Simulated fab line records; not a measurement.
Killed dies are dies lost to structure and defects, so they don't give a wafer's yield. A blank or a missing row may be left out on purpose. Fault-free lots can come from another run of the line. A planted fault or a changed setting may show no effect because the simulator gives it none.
fab line records | flow n5Finfet
record: lots: 6 wafers: 16 lastDay: 17
route steps=1938 shown BEOL_M2@909 BEOL_M4@1111 PASSIVATION@1936
lots untouched by any fault: they come from a run of this same line in which no faults occurred
startH: start of the lot's first displayed wafer, in hours after the record's first day | waitH: hours since the lot's step before | " the same as in the row above | L1.1+2: one row covering several wafers at once | - no value, or no start was given | * or withheld: withheld | < > ~ a bound
route shown NAME@n: a module of which the file shows steps, and the number in the route of the first | usual: mean and standard deviation over wafers with no fault | same: alike in all rows | chamber/n: place in a boat | sites: each site's reading | _std_site: their standard deviation | _edge_site: outer sites' mean less inner sites' | radiusMm: how far each site lies from the wafer's centre | mask NAME#n: copy n | behind: the most recent tool/chamber to have shaped the wafer | hold: cause of the lot's hold/its duration in hours/its outcome | device: the transistor (n, p or np) that didn't switch | end of line: tests of these same wafers at the route's end | for a step that has no rows: nothing shown but its recipe | killed: dies that structure and defects cost at the first sort, which is not the same as the wafer's yield | map: the dies of a wafer, with x for killed, . for not killed, _ for no die there
set.NAME: the setting that was run; set.NAME@STEP: the one run at that earlier step | model.NAME: the simulator's own value behind a step, which no gauge read
a table for each step, a row for each wafer; lots at some steps of the route
services: the hour from which a tool's chamber was out of use, counted from the record's first day as startH (under 0 if before that day), plus the number of hours and why
== steps ==
step: N5_BEOL_M2_ANNEAL_82
recipe: tempC: 400 timeS: 240 ambient: vacuum
usual: heaterPowerW: 830/38 susceptorTempC: 399.98/0.21
columns lot.wafer tool chamber startH waitH heaterPowerW susceptorTempC
L191.1 pvdSputter-02 - 162.51 0.0 839 399.95
L191.2 " - " " 860 399.90
L191.6 " - " " 820 399.72
L192.4 pvdSputter-03 - 165.90 0.1 862 400.11
L192.5 " - " " 875 400.06
L193.5 pvdSputter-02 - 183.16 0.1 837 399.61
L193.6 " - " " 811 399.65
L202.1 pvdSputter-01 - 243.11 0.0 803 399.93
L202.2 " - " " 852 399.85
L202.4 " - " " 814 400.07
L206.1 pvdSputter-01 - 262.27 0.0 802 399.56
L206.3 " - " " 816 399.81
L206.5 " - " " 796 400.40
L208.2 pvdSputter-03 - 271.41 0.0 777 400.42
L208.3 " - " " 849 400.28
L208.4 " - " " 835 399.83
step: N5_BEOL_M2_SPUTTER_86
recipe: material: Cu targetThkA: 45 tempC: -20 chamberPressurePa: 0.07 powerW: withheld timeS: 8.29
step: N5_BEOL_M2_ANNEAL_87
recipe: tempC: 400 timeS: 240 ambient: vacuum
step: N5_BEOL_M2_SPUTTER_88
recipe: material: Cu targetThkA: 45 tempC: -20 chamberPressurePa: 0.07 powerW: withheld timeS: 8.29
step: N5_BEOL_M2_ANNEAL_89
recipe: tempC: 400 timeS: 240 ambient: vacuum
step: N5_BEOL_M2_SPUTTER_90
recipe: material: Cu targetThkA: 45 tempC: -20 chamberPressurePa: 0.07 powerW: withheld timeS: 8.29
step: N5_BEOL_M2_ANNEAL_91
recipe: tempC: 400 timeS: 240 ambient: vacuum
usual: heaterPowerW: 832/39 susceptorTempC: 399.97/0.2
columns lot.wafer tool chamber startH waitH heaterPowerW susceptorTempC
L191.1 pvdSputter-02 - 163.17 0.0 848 400.08
L191.2 " - " " 854 399.74
L191.6 " - " " 813 399.98
L192.4 pvdSputter-03 - 166.56 0.1 865 400.08
L192.5 " - " " 908 399.79
L193.5 pvdSputter-02 - 183.82 0.1 843 400.18
L193.6 " - " " 813 399.86
L202.1 pvdSputter-01 - 243.77 0.0 803 399.89
L202.2 " - " " 858 399.62
L202.4 " - " " 827 400.06
L206.1 pvdSputter-01 - 262.93 0.0 808 399.84
L206.3 " - " " 834 399.67
L206.5 " - " " 810 399.73
L208.2 pvdSputter-03 - 272.07 0.0 796 399.83
L208.3 " - " " 881 399.39
L208.4 " - " " 831 400.05
step: N5_BEOL_M2_SPUTTER_92
recipe: material: Cu targetThkA: 45 tempC: -20 chamberPressurePa: 0.07 powerW: withheld timeS: 8.29
step: N5_BEOL_M2_ANNEAL_93
recipe: tempC: 400 timeS: 240 ambient: vacuum
step: N5_BEOL_M2_SPUTTER_94
recipe: material: Cu targetThkA: 45 tempC: -20 chamberPressurePa: 0.07 powerW: withheld timeS: 8.29
usual: substrateTempC: -20.00/0.092 susceptorTempC: -19.98/0.1 throttleValvePct: 29.8/0.78
columns lot.wafer tool chamber startH waitH substrateTempC susceptorTempC throttleValvePct
L191.1 pvdSputter-02 - 163.53 0.1 -19.94 -19.86 30.7
L191.2 " - " " -20.04 -19.82 28.7
L191.6 " - " " -19.90 -19.93 29.6
L192.4 pvdSputter-03 - 166.89 0.0 -20.05 -20.04 30.3
L192.5 " - " " -19.98 -19.96 31.2
L193.5 pvdSputter-02 - 184.15 0.0 -19.88 -20.03 30.4
L193.6 " - " " -19.93 -20.23 29.5
L202.1 pvdSputter-01 - 244.13 0.1 -20.16 -20.03 28.7
L202.2 " - " " -19.97 -20.18 29.7
L202.4 " - " " -20.01 -20.04 29.6
L206.1 pvdSputter-01 - 263.29 0.1 -19.81 -20.03 28.7
L206.3 " - " " -19.87 -19.80 29.2
L206.5 " - " " -19.83 -19.85 29.1
L208.2 pvdSputter-03 - 272.43 0.1 -19.92 -20.14 29.5
L208.3 " - " " -20.06 -20.06 30.4
L208.4 " - " " -20.03 -20.03 30.5
step: N5_BEOL_M2_ANNEAL_95
recipe: tempC: 400 timeS: 240 ambient: vacuum
usual: heaterPowerW: 831/40 susceptorTempC: 400.02/0.23
columns lot.wafer tool chamber startH waitH heaterPowerW susceptorTempC
L191.1 pvdSputter-02 - 163.61 0.0 853 399.93
L191.2 " - " " 890 399.79
L191.6 " - " " 831 400.08
L192.4 pvdSputter-03 - 167.00 0.1 874 399.77
L192.5 " - " " 876 400.32
L193.5 pvdSputter-02 - 184.26 0.1 864 400.04
L193.6 " - " " 813 400.19
L202.1 pvdSputter-01 - 244.21 0.0 785 400.30
L202.2 " - " " 857 400.44
L202.4 " - " " 793 400.09
L206.1 pvdSputter-01 - 263.37 0.0 790 399.48
L206.3 " - " " 816 399.86
L206.5 " - " " 832 399.90
L208.2 pvdSputter-03 - 272.51 0.0 784 400.17
L208.3 " - " " 843 400.44
L208.4 " - " " 809 400.08
step: N5_BEOL_M2_SPUTTER_96
recipe: material: Cu targetThkA: 45 tempC: -20 chamberPressurePa: 0.07 powerW: withheld timeS: 8.29
step: N5_BEOL_M2_ECD_50
recipe: material: Cu targetThkA: 3000
columns lot.wafer tool chamber startH waitH model.Cu_of_BEOL_M2_ECD_50.thkNm
L191.1+2 ecdCu-02 0,1 163.87 0.1 300
L191.6 " 0 " " 297
L192.4 ecdCu-01 0 167.21 0.1 223
L192.5 " 0 " " 298.6
L193.5 ecdCu-01 0 184.48 0.1 303.2
L193.6 " 1 " " 222.2
L202.1 ecdCu-02 1 244.47 0.1 307.2
L202.2 " 0 " " 304.6
L202.4 " 0 " " 303.8
L206.1 ecdCu-02 0 263.62 0.1 292.2
L206.3 " 1 " " 294.4
L206.5 " 1 " " 295
L208.2 ecdCu-01 0 272.77 0.1 296.6
L208.3 " 0 " " 301.8
L208.4 " 1 " " 298.8
step: N5_BEOL_M2_ANNEAL_51
recipe: tempC: 225 timeS: 90 ambient: N2
usual: wafer_temp_C_max: 225.93/0.25
columns lot.wafer tool chamber startH waitH wafer_temp_C_max
L191.1 rtpAnneal-02 0 164.00 0.1 225.89
L191.2 " 0 " " 225.68
L191.6 " 0 " " 226.08
L192.4 rtpAnneal-01 0 167.40 0.2 225.71
L192.5 " 0 " " 226.02
L193.5 rtpAnneal-01 0 184.74 0.2 226.03
L193.6 " 0 " " 226.16
L202.1 rtpAnneal-01 0 244.56 0.1 225.97
L202.2 " 0 " " 225.99
L202.4 " 0 " " 225.96
L206.1 rtpAnneal-02 0 263.94 0.3 225.94
L206.3 " 0 " " 225.84
L206.5 " 0 " " 225.97
L208.2 rtpAnneal-02 0 272.89 0.1 225.98
L208.3 " 0 " " 225.86
L208.4 " 0 " " 225.97
step: N5_BEOL_M2_CMP_52
recipe: stopOn: SiOC tOverpolishS: 6.8 downForcePsi: 1 platenRpm: 50 clearingPlatenDownForcePsi: 1.5 clearingPlatenRpm: 50 postCmpClean: cuAlkaline targetThkNm: 40 clearingPlatenPadVelocityMS: 0.99484 padVelocityMS: 0.99484
usual: clearingPlatenDownForcePsi: 1.4999/0.0029 motorCurrentA: 6.2/0.63 timeToEndpointS: 62/5.6
columns lot.wafer tool chamber startH waitH clearingPlatenDownForcePsi motorCurrentA timeToEndpointS
L191.2 cmp-03 0 164.34 0.2 1.5009 5.5 61
L191.1 " 2 " " 1.4958 5.7 55
L191.6 " 0 " " 1.4977 5.6 59
L192.4 cmp-03 0 167.66 0.2 1.4989 5.4 45
L192.5 " 3 " " 1.5001 7.1 63
L193.6 cmp-03 0 185.01 0.2 1.4993 5.5 47
L193.5 " 1 " " 1.4995 5.1 61
L202.2 cmp-01 2 244.86 0.2 1.5002 6.7 63
L202.1 " 0 " " 1.5052 6.4 64
L202.4 " 1 " " 1.5030 6.8 56
L206.3 cmp-01 1 264.28 0.2 1.4961 6.8 63
L206.1 " 2 " " 1.4976 7.0 65
L206.5 " 1 " " 1.4968 6.8 57
L208.3 cmp-02 0 273.18 0.2 1.4951 5.5 62
L208.2 " 1 " " 1.5008 6.3 56
L208.4 " 2 " " 1.5046 5.6 61
step: N5_BEOL_M2_THK_MEAS_53
recipe: thkMeasGauge: xrf reads: Cu_of_BEOL_M2_ECD_50
usual: M2_THK: 39.7/2.2
columns lot.wafer tool chamber startH waitH M2_THK[nm]
L191.1 filmMetro-01 - 164.59 - 38.0
L191.2 " - " " 39.1
L191.6 " - " " 38.2
L192.4 filmMetro-02 - 167.88 - 40.2
L192.5 " - " " 38.0
L193.5 filmMetro-01 - 185.15 - 38.5
L193.6 " - " " 40.3
L202.1 filmMetro-02 - 245.15 - 43.0
L202.2 " - " " 40.2
L202.4 " - " " 39.2
L206.1 filmMetro-02 - 264.53 - 41.3
L206.3 " - " " 40.2
L206.5 " - " " 40.1
L208.2 filmMetro-01 - 273.44 - 37.8
L208.3 " - " " 36.4
L208.4 " - " " 40.1
step: N5_BEOL_M4_RC_MEAS_101
usual: DIBL_N: 35.9/2.5 DIBL_P: 36.0/3 IOFF_N: 0.16/0.047 IOFF_P: 0.21/0.047 ION_N: 671/14 ION_P: 460/8.8 SS_N: 71.5/0.73 SS_P: 73.2/0.91 VT_N: 250/4.3 VT_P: -251/3.6
columns lot.wafer tool chamber startH waitH DIBL_N[mV/V] DIBL_P[mV/V] IOFF_N[nA/um] IOFF_P[nA/um] ION_N[uA/um] ION_P[uA/um] SS_N[mV/dec] SS_P[mV/dec] VT_N[mV] VT_P[mV]
L191.1 prober-01 0 187.02 0.0 39.4 37.4 0.23 0.25 685 459 71.8 74.5 242 -250
L191.2 " 0 " " 38.2 36.2 0.18 0.20 680 455 71.3 74.0 247 -253
L191.6 " 0 " " 37.5 36.1 0.18 0.21 681 463 70.9 73.8 246 -250
L192.4 prober-02 0 191.69 0.5 40.0 40.5 0.24 0.31 689 466 72.2 74.5 243 -243
L192.5 " 0 " " 36.7 36.2 0.16 0.22 675 464 71.0 74.2 249 -246
L193.5 prober-02 0 207.43 0.6 35.5 35.8 0.15 0.18 659 449 71.7 73.8 251 -253
L193.6 " 0 " " 31.1 31.1 0.10 0.13 662 456 70.4 72.7 254 -258
L202.1 prober-01 0 266.55 0.0 38.1 37.3 0.18 0.21 685 456 72.0 73.3 249 -252
L202.2 " 0 " " 42.9 42.0 0.31 0.31 689 467 73.1 74.6 240 -247
L202.4 " 0 " " 38.6 38.2 0.19 0.22 681 467 71.6 73.1 249 -252
L206.1 prober-01 0 283.75 0.0 36.8 40.0 0.18 0.27 682 475 71.9 74.3 250 -246
L206.3 " 0 " " 35.5 38.7 0.16 0.26 683 478 72.0 73.7 246 -245
L206.5 " 0 " " 35.1 37.2 0.15 0.22 677 468 72.1 73.7 249 -250
L208.2 prober-02 0 300.39 0.2 33.6 34.4 0.12 0.19 666 462 71.9 72.9 254 -254
L208.3 " 0 " " 33.0 31.9 0.10 0.16 639 445 71.5 72.4 259 -256
L208.4 " 0 " " 32.1 31.8 0.10 0.15 653 457 70.9 71.6 257 -257
step: N5_PASSIVATION_PROBE_49
usual: defectLimitedYield: 91.4/1.4 killed_at_M0_to_M3: 34/8.9 killed_at_M4_up: 13/4.6 killedAtContacts: 12/5.5 killedAtFrontEnd: 41/11 killedAtOther: 3.1/2.9 killedDies: 102/16 killedOpen: 66/11 killedShort: 34/7.6 sort_bin_4_leakage: 0.01/0.14 sort_bin_5_function: 5.1/0.89 sort_bin_6_memory: 3.2/0.61 sort_bin_8_speed: 0.02/0.12 sortNPass: 1078/16
same: grossDies: 1180 killedAtBackSide: 0
columns lot.wafer tool chamber startH waitH defectLimitedYield[%] killed_at_M0_to_M3 killed_at_M4_up killedAtContacts killedAtFrontEnd killedAtOther killedDies killedOpen killedShort sort_bin_4_leakage[%] sort_bin_5_function[%] sort_bin_6_memory[%] sort_bin_8_speed[%] sortNPass
L191.1 prober-02 - 290.34 0.0 92.7 39 12 9 26 0 86 51 35 0 4.1 3.0 0 1094
L191.2 prober-02 - 290.39 0.1 94.0 21 12 13 25 0 71 46 25 0 3.6 2.2 0 1109
L191.6 prober-02 - 290.59 0.3 94.0 26 4 11 29 1 71 53 18 0 3.6 2.4 0 1109
L192.4 prober-01 - 297.38 0.2 90.5 40 13 21 34 4 112 70 42 0 5.3 4.0 0 1068
L193.5 prober-01 - 306.00 0.2 91.4 39 11 9 41 2 102 59 41 0 4.7 3.8 0 1078
L193.6 prober-01 - 306.05 0.3 88.8 48 12 8 64 0 132 80 48 0 7.2 3.3 0 1048
L202.1 prober-02 - 362.46 0.0 93.4 24 17 5 30 2 78 43 34 0 3.6 2.8 0 1102
L202.4 prober-02 - 362.61 0.2 92.4 27 12 15 35 1 90 57 30 0 5.3 2.2 0 1090
killed by level:class
L191.1 BEOL_M0_SAQP:geometricParticle:open=8 BEOL_M0_SAQP:geometricParticle:short=7 BEOL_M1:geometricParticle:open=7 GATE_CUT:geometricParticle:short=6 BEOL_M2:geometricParticle:open=6 BEOL_M3:geometricParticle:open=6 MOL_CONTACT_COAG:geometricParticle:open=5 MOL_CONTACT_COAG:geometricParticle:short=4
L191.2 MOL_CONTACT_COAG:geometricParticle:open=11 BEOL_M2:geometricParticle:open=7 FIN_SAQP:geometricParticle:short=4 BEOL_M0_SAQP:geometricParticle:short=4 BEOL_M1:geometricParticle:open=4 BEOL_M7:geometricParticle:open=4 STARTING-WAFER:geometricParticle:open=4 FIN_SAQP:geometricParticle:open=3
L191.6 BEOL_M2:geometricParticle:open=11 MOL_CONTACT_COAG:geometricParticle:open=9 STI_FIN_REVEAL:geometricParticle:open=8 BEOL_M1:geometricParticle:open=6 FIN_SAQP:geometricParticle:short=5 DUMMY_GATE:geometricParticle:open=5 BEOL_M0_SAQP:geometricParticle:open=4 STI_FIN_REVEAL:geometricParticle:short=3
L192.4 BEOL_M0_SAQP:geometricParticle:short=12 MOL_CONTACT_COAG:geometricParticle:open=11 MOL_CONTACT_COAG:geometricParticle:short=10 BEOL_M0_SAQP:geometricParticle:open=9 BEOL_M4:geometricParticle:open=9 BEOL_M2:geometricParticle:open=8 FIN_SAQP:geometricParticle:open=6 STI_FIN_REVEAL:geometricParticle:open=6
L193.5 BEOL_M0_SAQP:geometricParticle:short=11 BEOL_M2:geometricParticle:open=9 FIN_SAQP:geometricParticle:short=8 MOL_CONTACT_COAG:geometricParticle:open=8 BEOL_M0_SAQP:geometricParticle:open=8 FIN_SAQP:geometricParticle:open=7 STI_FIN_REVEAL:geometricParticle:open=6 STI_FIN_REVEAL:geometricParticle:short=5
L193.6 FIN_SAQP:geometricParticle:open=21 FIN_SAQP:geometricParticle:short=18 BEOL_M0_SAQP:geometricParticle:open=16 BEOL_M0_SAQP:geometricParticle:short=15 DUMMY_GATE:geometricParticle:open=8 MOL_CONTACT_COAG:geometricParticle:open=6 BEOL_M8:geometricParticle:open=5 BEOL_M2:geometricParticle:open=5
L202.1 BEOL_M0_SAQP:geometricParticle:open=13 FIN_SAQP:geometricParticle:short=7 GATE_CUT:geometricParticle:short=6 BEOL_M0_SAQP:geometricParticle:short=6 BEOL_M4:geometricParticle:open=6 STI_FIN_REVEAL:geometricParticle:open=5 MOL_CONTACT_COAG:geometricParticle:open=5 STARTING-WAFER:geometricParticle:short=4
L202.4 GATE_CUT:geometricParticle:short=12 MOL_CONTACT_COAG:geometricParticle:open=10 BEOL_M3:geometricParticle:open=9 BEOL_M4:geometricParticle:open=7 BEOL_M1:geometricParticle:open=6 BEOL_M0_SAQP:geometricParticle:short=5 FIN_CUT:geometricParticle:open=4 FIN_SAQP:geometricParticle:open=3
== services ==
columns tool chamber startH hours kind
cmp-03 - 142.80 0.4 repair
cmp-03 - 153.91 0.3 repair
ecdCu-02 - 166.90 9.3 pm
cmp-01 - 186.87 1.3 repair
cmp-02 - 196.66 6.3 pm
cmp-03 - 201.25 0.8 repair
ecdCu-02 - 205.79 1.1 repair
cmp-01 - 210.70 7.7 pm
cmp-03 - 219.62 0.4 repair
cmp-01 - 220.48 4.0 pm
cmp-01 - 224.48 - consumableReplace:conditioner
cmp-01 - 224.48 - consumableReplace:pad
ecdCu-02 - 234.98 2.4 repair
cmp-03 - 241.11 14.1 pm
cmp-02 - 244.64 4.0 pm
cmp-02 - 248.64 - consumableReplace:conditioner
cmp-02 - 248.64 - consumableReplace:pad
cmp-01 - 272.34 2.0 repair
== key ==
firstSign: step: N5_BEOL_M2_CMP_52 reading: timeToEndpointS direction: down sigmas: 2.8 usual: * struck: *
effect none on later readings
modelEffect: step: N5_BEOL_M2_ECD_50 value: Cu_of_BEOL_M2_ECD_50.thkNm without: 300 struck: 222.6
metAt N5_BEOL_M2_ECD_50
struckWafers L192.4,L193.6
fault: kind: processParameterDrift tool: ecdCu-01 chamber: - onsetH: 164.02 steps: N5_BEOL_M2_ECD_50 channel: targetThkA offset: * shape: step endH: 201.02 scope: struckWafersOnly actsIn: * stated: *
